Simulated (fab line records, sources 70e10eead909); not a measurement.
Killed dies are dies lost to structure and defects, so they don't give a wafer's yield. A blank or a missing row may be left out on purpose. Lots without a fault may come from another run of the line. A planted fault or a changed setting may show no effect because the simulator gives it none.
Which tool did it? | flow nand_harc | 13 lots, 38 wafers sampled, at 4 steps of a route of 1159

WHAT THE GAUGES READ, wafer by wafer
The record holds no reading of a measuring or inspecting step that can be judged against a usual standard deviation.

WHICH TOOL RAN EACH LOT (tool, then ch and the chambers of the sampled wafers, then the start)
lot  | NHARC_A_STAIRCASE_ETCH_170                    | NHARC_A_STAIRCASE_DESCUM_11        | NHARC_A_STAIRCASE_TRIM_18                     | NHARC_A_STAIRCASE_ETCH_19
L804 | rie_diel-13 ch 2,3, day 11 08:37 or earlier   | rie_diel-13 ch 0,1,3, day 11 08:37 | rie_diel-13 ch 0,3, day 11 09:58 or earlier   | rie_diel-13 ch 0,2,3, day 11 09:58
L805 | rie_diel-13 ch 0,1, day 11 15:41 or earlier   | rie_diel-12 ch 1,2, day 11 15:41   | rie_diel-12 ch 1,3, day 11 16:37 or earlier   | rie_diel-12 ch 0,3, day 11 16:37
L806 | rie_diel-12 ch 1,2,3, day 11 15:51 or earlier | rie_diel-01 ch 0,2, day 11 15:51   | rie_diel-01 ch 0,1,3, day 11 16:53 or earlier | rie_diel-01 ch 0,1, day 11 16:53
L803 | rie_diel-13 ch 0,1,2, day 11 16:01 or earlier | rie_diel-01 ch 1,2,3, day 11 16:01 | rie_diel-01 ch 1,2,3, day 11 17:13 or earlier | rie_diel-01 ch 0,1,3, day 11 17:13
L807 | rie_diel-01 ch 1,2,3, day 11 18:59 or earlier | rie_diel-12 ch 0,1,3, day 11 18:59 | rie_diel-12 ch 0,1,3, day 11 20:52 or earlier | rie_diel-12 ch 0,1,2, day 11 20:52
L810 | rie_diel-13 ch 1,2,3, day 12 10:55 or earlier | rie_diel-01 ch 1,2,3, day 12 10:55 | rie_diel-01 ch 1,3, day 12 11:55 or earlier   | rie_diel-01 ch 0,1,2, day 12 11:55
L813 | rie_diel-13 ch 0,1,2, day 13 09:10 or earlier | rie_diel-01 ch 1,2,3, day 13 09:10 | rie_diel-01 ch 0,2,3, day 13 10:07 or earlier | rie_diel-01 ch 0,1,3, day 13 10:07
L814 | rie_diel-01 ch 0,3, day 13 21:25 or earlier   | rie_diel-01 ch 0,1, day 13 21:25   | rie_diel-01 ch 0,2, day 13 22:26 or earlier   | rie_diel-01 ch 0,1, day 13 22:26
L817 | rie_diel-13 ch 0,1,2, day 14 04:28 or earlier | rie_diel-13 ch 0,2,3, day 14 04:28 | rie_diel-13 ch 1,2,3, day 14 05:59 or earlier | rie_diel-13 ch 0,2,3, day 14 05:59
L823 | rie_diel-12 ch 0,2,3, day 15 14:32 or earlier | rie_diel-13 ch 0,1,3, day 15 14:32 | rie_diel-13 ch 1,2,3, day 15 15:32 or earlier | rie_diel-13 ch 0,1,3, day 15 15:32
L821 | rie_diel-01 ch 2,3, day 15 15:04 or earlier   | rie_diel-13 ch 0,2,3, day 15 15:04 | rie_diel-13 ch 0,1,2, day 15 16:04 or earlier | rie_diel-13 ch 0,1,3, day 15 16:04
L822 | rie_diel-13 ch 0,1, day 15 23:11 or earlier   | rie_diel-12 ch 0,2, day 15 23:11   | rie_diel-12 ch 0,1,3, day 16 00:41 or earlier | rie_diel-12 ch 0,2,3, day 16 00:41
L826 | rie_diel-13 ch 0,1, day 16 11:54 or earlier   | rie_diel-01 ch 1,2,3, day 16 11:54 | rie_diel-01 ch 0,2, day 16 13:17 or earlier   | rie_diel-01 ch 0,1, day 16 13:17
- NHARC_A_STAIRCASE_ETCH_170: etches the open film in C4F6/O2, target depth 200 nm, time 66.667 s.
- NHARC_A_STAIRCASE_DESCUM_11: chemistry O2, time 3 s.
- NHARC_A_STAIRCASE_TRIM_18: chemistry O2, time 211.2 s.
- NHARC_A_STAIRCASE_ETCH_19: etches the open film in C4F8/O2, target depth 100 nm, time 40.5 s.

WHAT THE TOOLS THEMSELVES READ (means of the sampled wafers that have a number; where no wafer has one, the mark that the record gives instead)
NHARC_A_STAIRCASE_ETCH_170. Usual: drypump_motor_current_A 5.8 A, standard deviation 0.45; oes_product_au 0.969 a.u., standard deviation 0.017; rf_vpp_V 547 V, standard deviation 4.2; showerhead_plenum_p_Torr 3.94 Torr, standard deviation 0.2; throttle_valve_pct 26.903 %, standard deviation 0.0092.
lot  | tool        | drypump_motor_current_A (A) | oes_product_au (a.u.) | rf_vpp_V (V) | showerhead_plenum_p_Torr (Torr) | throttle_valve_pct (%) | flag
L804 | rie_diel-13 | 6.1                         | 0.945                 | 542          | 3.67                            | 26.898                 |
L805 | rie_diel-13 | 5.7                         | 0.982                 | 551          | 4.09                            | 26.902                 |
L806 | rie_diel-12 | 5.9                         | 0.987                 | 546          | 3.91                            | 26.905                 |
L803 | rie_diel-13 | 5.7                         | 0.960                 | 546          | 3.95                            | 26.896                 |
L807 | rie_diel-01 | 5.8                         | 0.962                 | 548          | 4.00                            | 26.904                 |
L810 | rie_diel-13 | 6.1                         | 0.982                 | 545          | 3.80                            | 26.903                 |
L813 | rie_diel-13 | 5.6                         | 0.988                 | 550          | 4.13                            | 26.902                 |
L814 | rie_diel-01 | 5.7                         | 0.960                 | 547          | 3.94                            | 26.899                 |
L817 | rie_diel-13 | 5.6                         | 0.975                 | 551          | 4.13                            | 26.909                 |
L823 | rie_diel-12 | 6.0                         | 0.938                 | 547          | 3.96                            | 26.904                 |
L821 | rie_diel-01 | 5.6                         | 0.966                 | 545          | 3.86                            | 26.899                 |
L822 | rie_diel-13 | 5.7                         | 0.976                 | 550          | 4.06                            | 26.910                 |
L826 | rie_diel-13 | 5.7                         | 0.974                 | 549          | 4.06                            | 26.905                 |

NHARC_A_STAIRCASE_DESCUM_11. Usual: drypump_motor_current_A 5.8 A, standard deviation 0.37; oes_product_au 1.001 a.u., standard deviation 0.0069; rf_vpp_V 57.8 V, standard deviation 0.99; showerhead_plenum_p_Torr 1.92 Torr, standard deviation 0.11; throttle_valve_pct 11.311 %, standard deviation 0.0089.
lot  | tool        | drypump_motor_current_A (A) | oes_product_au (a.u.) | rf_vpp_V (V) | showerhead_plenum_p_Torr (Torr) | throttle_valve_pct (%) | flag
L804 | rie_diel-13 | 5.7                         | 0.997                 | 57.5         | 1.94                            | 11.310                 |
L805 | rie_diel-12 | 5.7                         | 0.993                 | 57.6         | 1.83                            | 11.308                 |
L806 | rie_diel-01 | 5.7                         | 1.004                 | 57.2         | 1.80                            | 11.319                 |
L803 | rie_diel-01 | 5.8                         | 0.999                 | 56.6         | 1.95                            | 11.312                 |
L807 | rie_diel-12 | 6.0                         | 1.005                 | 57.9         | 1.91                            | 11.313                 |
L810 | rie_diel-01 | 5.8                         | 0.993                 | 57.4         | 1.95                            | 11.310                 |
L813 | rie_diel-01 | 5.8                         | 0.996                 | 57.6         | 1.95                            | 11.307                 |
L814 | rie_diel-01 | 5.9                         | 1.002                 | 57.7         | 1.89                            | 11.322                 |
L817 | rie_diel-13 | 5.6                         | 1.002                 | 58.1         | 1.96                            | 11.306                 |
L823 | rie_diel-13 | 5.7                         | 0.995                 | 59.3         | 1.93                            | 11.311                 |
L821 | rie_diel-13 | 5.6                         | 1.002                 | 57.5         | 1.96                            | 11.321                 |
L822 | rie_diel-12 | 5.9                         | 0.994                 | 57.9         | 1.90                            | 11.311                 |
L826 | rie_diel-01 | 5.8                         | 1.001                 | 57.7         | 1.94                            | 11.304                 |

NHARC_A_STAIRCASE_TRIM_18. Usual: drypump_motor_current_A 5.8 A, standard deviation 0.35; oes_product_au 0.999 a.u., standard deviation 0.0077; rf_vpp_V 57.7 V, standard deviation 0.88; showerhead_plenum_p_Torr 3.53 Torr, standard deviation 0.2; throttle_valve_pct 17.035 %, standard deviation 0.0085.
lot  | tool        | drypump_motor_current_A (A) | oes_product_au (a.u.) | rf_vpp_V (V) | showerhead_plenum_p_Torr (Torr) | throttle_valve_pct (%) | flag
L804 | rie_diel-13 | 5.7                         | 0.999                 | 57.7         | 3.46                            | 17.036                 |
L805 | rie_diel-12 | 6.1                         | 0.999                 | 57.8         | 3.57                            | 17.035                 |
L806 | rie_diel-01 | 5.8                         | 0.994                 | 57.4         | 3.59                            | 17.031                 |
L803 | rie_diel-01 | 5.8                         | 0.999                 | 57.4         | 3.60                            | 17.029                 |
L807 | rie_diel-12 | 6.0                         | 1.003                 | 57.5         | 3.53                            | 17.033                 |
L810 | rie_diel-01 | 5.9                         | 1.003                 | 57.6         | 3.71                            | 17.031                 |
L813 | rie_diel-01 | 5.7                         | 1.002                 | 57.6         | 3.47                            | 17.039                 |
L814 | rie_diel-01 | 5.7                         | 1.004                 | 57.9         | 3.32                            | 17.039                 |
L817 | rie_diel-13 | 6.1                         | 1.002                 | 57.5         | 3.59                            | 17.032                 |
L823 | rie_diel-13 | 6.1                         | 1.002                 | 57.6         | 3.58                            | 17.036                 |
L821 | rie_diel-13 | 5.6                         | 1.011                 | 57.6         | 3.71                            | 17.045                 |
L822 | rie_diel-12 | 6.0                         | 0.992                 | 57.8         | 3.50                            | 17.033                 |
L826 | rie_diel-01 | 5.7                         | 0.994                 | 57.0         | 3.30                            | 17.034                 |

NHARC_A_STAIRCASE_ETCH_19. Usual: oes_product_au 0.941 a.u., standard deviation 0.0098; rf_vpp_V 896 V, standard deviation 7.1.
lot  | tool        | oes_product_au (a.u.) | rf_vpp_V (V) | flag
L804 | rie_diel-13 | 0.945                 | 893          |
L805 | rie_diel-12 | 0.940                 | 900          |
L806 | rie_diel-01 | 0.948                 | 896          |
L803 | rie_diel-01 | 0.938                 | 899          |
L807 | rie_diel-12 | 0.937                 | 892          |
L810 | rie_diel-01 | 0.897                 | 893          | OFF
L813 | rie_diel-01 | 0.898                 | 898          | OFF
L814 | rie_diel-01 | 0.871                 | 894          | OFF
L817 | rie_diel-13 | 0.931                 | 899          |
L823 | rie_diel-13 | 0.941                 | 896          |
L821 | rie_diel-13 | 0.948                 | 897          |
L822 | rie_diel-12 | 0.937                 | 897          |
L826 | rie_diel-01 | 0.935                 | 891          |

THE ANSWER, worked out from the rows above alone
Rule: a lot is off if the mean of its wafers that have a number lies more than 3 standard deviations from the usual mean. A lot without any number at a reading at which 4 lots or more have one is off too. The other lots that the step has rows for count as sound. The gauges are gone through in route order, then the tools' own readings, and for those a lot's mean is taken as printed above. The first step at which some lot is off is used, and at that step the reading that is off furthest; a lot without a number counts as furthest.
Off: L810, L813, L814, at NHARC_A_STAIRCASE_ETCH_19 (oes_product_au).
A tool fits if, at that step or a process step before it, it ran every lot that is off, and no sound lot after the first of them. NHARC_A_STAIRCASE_ETCH_170 gives no start for some lots, so the hours and the order of its lots are those of NHARC_A_STAIRCASE_DESCUM_11. NHARC_A_STAIRCASE_TRIM_18 gives no start for some lots, so the hours and the order of its lots are those of NHARC_A_STAIRCASE_ETCH_19. None of those tried fits.

WHAT THE SIMULATOR HAD PUT IN
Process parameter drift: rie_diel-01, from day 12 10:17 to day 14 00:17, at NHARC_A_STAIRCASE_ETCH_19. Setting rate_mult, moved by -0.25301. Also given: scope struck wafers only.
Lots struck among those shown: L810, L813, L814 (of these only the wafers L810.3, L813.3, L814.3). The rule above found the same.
